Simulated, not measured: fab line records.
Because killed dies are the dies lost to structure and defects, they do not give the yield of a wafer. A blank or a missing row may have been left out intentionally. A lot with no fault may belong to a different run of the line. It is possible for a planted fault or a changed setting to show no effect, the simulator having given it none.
Matching of chambers + flow n5_finfet + 3 sister chambers for N5_BEOL_M9_CURE_71 on uv_cure-03
The step cures SiCOH lowk, time 240 s. 6 wafers are shown with their chamber, then 12 later ones without.

## EACH WAFER AND ITS CHAMBER
| wafer  | chamber | wafer_temp_C_max | lamp_power_pct (%) |
|--------|---------|------------------|--------------------|
| L078.3 | 2       | 387.3            | 52.33              |
| L078.6 | 2       | 388.2            | 52.30              |
| L087.2 | 0       | 387.7            | 52.40              |
| L087.3 | 0       | 386.4            | 52.32              |
| L088.4 | 1       | 387.3            | 52.37              |
| L088.6 | 1       | 386.3            | 52.29              |

## WAFERS MISSING THEIR CHAMBER
| wafer  | wafer_temp_C_max | lamp_power_pct (%) |
|--------|------------------|--------------------|
| L090.3 | 387.3            | 52.45              |
| L090.4 | 387.1            | 52.36              |
| L090.6 | 387.5            | 52.32              |
| L091.2 | 387.8            | 52.33              |
| L091.4 | 387.1            | 52.33              |
| L091.6 | 386.9            | 52.30              |
| L096.1 | 387.0            | 52.25              |
| L096.3 | 387.5            | 52.26              |
| L096.5 | 387.8            | 52.32              |
| L097.1 | 388.5            | 52.24              |
| L097.2 | 386.8            | 52.33              |
| L097.3 | 387.0            | 52.31              |

## WHICH CHAMBER EACH WENT THROUGH
| wafer  | from the rows above          | in truth |
|--------|------------------------------|----------|
| L090.3 | can't be placed: 0 or 1 or 2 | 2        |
| L090.4 | can't be placed: 0 or 1 or 2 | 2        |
| L090.6 | can't be placed: 2 or 1 or 0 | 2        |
| L091.2 | can't be placed: 2 or 0 or 1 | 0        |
| L091.4 | can't be placed: 1 or 0 or 2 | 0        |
| L091.6 | can't be placed: 1 or 2 or 0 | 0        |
| L096.1 | can't be placed: 2 or 1 or 0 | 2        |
| L096.3 | can't be placed: 2 or 1 or 0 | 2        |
| L096.5 | can't be placed: 2 or 0 or 1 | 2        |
| L097.1 | can't be placed: 2 or 1 or 0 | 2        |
| L097.2 | can't be placed: 1 or 0 or 2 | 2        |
| L097.3 | can't be placed: 1 or 2 or 0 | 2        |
0 of 12 placed correctly. Unplaceable from these rows: 12, with the true chamber sitting among the candidates in 12. Wrongly placed: 0.
How it was worked out, from the rows above alone: a wafer's distance from a chamber is the root of the sum, over the readings, of the square of ((its reading less the chamber's mean) divided by the reading's scatter). If the next closest chamber is less than 2 further off than the closest, the wafer can't be placed; otherwise it belongs to the closest. A chamber's mean is the mean of its shown wafers. How the scatter is found: for the shown wafers, subtract from each reading the mean of its chamber, square and add these, divide the total by (wafers less chambers), then take the root.
